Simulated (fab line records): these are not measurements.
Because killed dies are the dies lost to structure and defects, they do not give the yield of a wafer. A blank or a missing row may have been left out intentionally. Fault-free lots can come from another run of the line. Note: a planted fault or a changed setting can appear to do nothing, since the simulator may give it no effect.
Check for tools in common || flow nand_harc || 11 lots and 33 wafers in the sample

REASON FOR OPENING
On 1 of the 11 lots, a flag is raised at NHARC_P_GATE_CD_MEAS_26 on the reading cd_nm. Wafers without a fault read 119.8 nm, standard deviation 0.53.
Rule: a lot is flagged in two cases, either no wafer of it has a number, or all its wafers with numbers fall more than 4 standard deviations from that mean. All remaining lots are regarded as sound.

{"lot": "L697", "measured": "day 5 13:20", "on": "cd_sem-01", "cd_nm (nm), wafer by wafer": "119.4 119.5 119.4", "flag": ""}
{"lot": "L698", "measured": "day 5 20:08", "on": "cd_sem-03", "cd_nm (nm), wafer by wafer": "119.3 120.0 119.9", "flag": ""}
{"lot": "L700", "measured": "day 6 15:53", "on": "cd_sem-01", "cd_nm (nm), wafer by wafer": "120.1 121.0 121.0", "flag": ""}
{"lot": "L701", "measured": "day 7 10:44", "on": "cd_sem-01", "cd_nm (nm), wafer by wafer": "119.9 120.5 119.7", "flag": ""}
{"lot": "L703", "measured": "day 8 03:15", "on": "cd_sem-03", "cd_nm (nm), wafer by wafer": "120.1 120.5 120.0", "flag": ""}
{"lot": "L704", "measured": "day 8 05:43", "on": "cd_sem-02", "cd_nm (nm), wafer by wafer": "119.3 119.3 119.5", "flag": ""}
{"lot": "L705", "measured": "day 8 17:38", "on": "cd_sem-01", "cd_nm (nm), wafer by wafer": "120.3 120.1 119.4", "flag": ""}
{"lot": "L708", "measured": "day 9 23:06", "on": "cd_sem-03", "cd_nm (nm), wafer by wafer": "120.2 119.6 119.4", "flag": ""}
{"lot": "L711", "measured": "day 10 23:10", "on": "cd_sem-01", "cd_nm (nm), wafer by wafer": "119.1 118.7 119.3", "flag": ""}
{"lot": "L710", "measured": "day 10 23:31", "on": "cd_sem-01", "cd_nm (nm), wafer by wafer": "112.5 112.6 111.7", "flag": "FLAGGED"}
{"lot": "L719", "measured": "day 14 11:53", "on": "cd_sem-02", "cd_nm (nm), wafer by wafer": "120.5 120.5 120.3", "flag": ""}
On average the flagged lots' numbers are 112.3 nm, which is -7.5 nm against the usual, or -14 standard deviations.

LOT BY LOT: THE TOOL USED
The record holds 1 process step before the reading, out of a route of 1302 steps. In each cell: the tool, then ch and the chambers that the sampled wafers went through, then the start.
{"lot": "L697", "flag": "", "NHARC_P_GATE_EXPOSE_23": "arfi_scanner-01 ch 0, day 5 13:12"}
{"lot": "L698", "flag": "", "NHARC_P_GATE_EXPOSE_23": "arfi_scanner-01 ch 0, day 5 20:00"}
{"lot": "L700", "flag": "", "NHARC_P_GATE_EXPOSE_23": "arfi_scanner-03 ch 0, day 6 15:44"}
{"lot": "L701", "flag": "", "NHARC_P_GATE_EXPOSE_23": "arfi_scanner-03 ch 0, day 7 10:37"}
{"lot": "L703", "flag": "", "NHARC_P_GATE_EXPOSE_23": "arfi_scanner-01 ch 0, day 8 03:07"}
{"lot": "L704", "flag": "", "NHARC_P_GATE_EXPOSE_23": "arfi_scanner-01 ch 0, day 8 05:34"}
{"lot": "L705", "flag": "", "NHARC_P_GATE_EXPOSE_23": "arfi_scanner-02 ch 0, day 8 17:30"}
{"lot": "L708", "flag": "", "NHARC_P_GATE_EXPOSE_23": "arfi_scanner-02 ch 0, day 9 22:58"}
{"lot": "L711", "flag": "", "NHARC_P_GATE_EXPOSE_23": "arfi_scanner-03 ch 0, day 10 23:01"}
{"lot": "L710", "flag": "FLAGGED", "NHARC_P_GATE_EXPOSE_23": "arfi_scanner-03 ch 0, day 10 23:22"}
{"lot": "L719", "flag": "", "NHARC_P_GATE_EXPOSE_23": "arfi_scanner-02 ch 0, day 14 11:44"}
What is done by these steps:
- NHARC_P_GATE_EXPOSE_23: exposes mask P GATE, target cd 120 nm.
- NHARC_P_GATE_CD_MEAS_26: target cd 120 nm.

FLAGGED AGAINST TOTAL, ONE TOOL AT A TIME (gauges that did the reading follow at the end)
{"step": "NHARC_P_GATE_EXPOSE_23", "tool": "arfi_scanner-01", "lots run": 4, "flagged": 0, "share of the flagged lots": "none", "sound lots run after its first flagged lot": "-"}
{"step": "NHARC_P_GATE_EXPOSE_23", "tool": "arfi_scanner-02", "lots run": 3, "flagged": 0, "share of the flagged lots": "none", "sound lots run after its first flagged lot": "-"}
{"step": "NHARC_P_GATE_EXPOSE_23", "tool": "arfi_scanner-03", "lots run": 4, "flagged": 1, "share of the flagged lots": "all", "sound lots run after its first flagged lot": 0}
{"step": "NHARC_P_GATE_CD_MEAS_26", "tool": "cd_sem-01", "lots run": 6, "flagged": 1, "share of the flagged lots": "all", "sound lots run after its first flagged lot": 0}
{"step": "NHARC_P_GATE_CD_MEAS_26", "tool": "cd_sem-02", "lots run": 2, "flagged": 0, "share of the flagged lots": "none", "sound lots run after its first flagged lot": "-"}
{"step": "NHARC_P_GATE_CD_MEAS_26", "tool": "cd_sem-03", "lots run": 3, "flagged": 0, "share of the flagged lots": "none", "sound lots run after its first flagged lot": "-"}

THE TABLE: WHAT IT ALLOWS
2 rows of the table ran every flagged lot: arfi_scanner-03 at NHARC_P_GATE_EXPOSE_23, cd_sem-01 at NHARC_P_GATE_CD_MEAS_26.
- arfi_scanner-03 at NHARC_P_GATE_EXPOSE_23: 1 of its 4 lots flagged. It ran its last sound lot, L711, at day 10 23:01 and its first flagged lot, L710, at day 10 23:22: a fault with its onset between the two fits.
- cd_sem-01 at NHARC_P_GATE_CD_MEAS_26: 1 of its 6 lots flagged. It ran its last sound lot, L711, at day 10 23:10 and its first flagged lot, L710, at day 10 23:31: a fault with its onset between the two fits.
These 2 tools cannot be told apart by counting lots, since each of them fits a fault that started at some hour. More lots, or a look at what each step does to the wafer, might.

WHAT THE SIMULATOR PUT IN
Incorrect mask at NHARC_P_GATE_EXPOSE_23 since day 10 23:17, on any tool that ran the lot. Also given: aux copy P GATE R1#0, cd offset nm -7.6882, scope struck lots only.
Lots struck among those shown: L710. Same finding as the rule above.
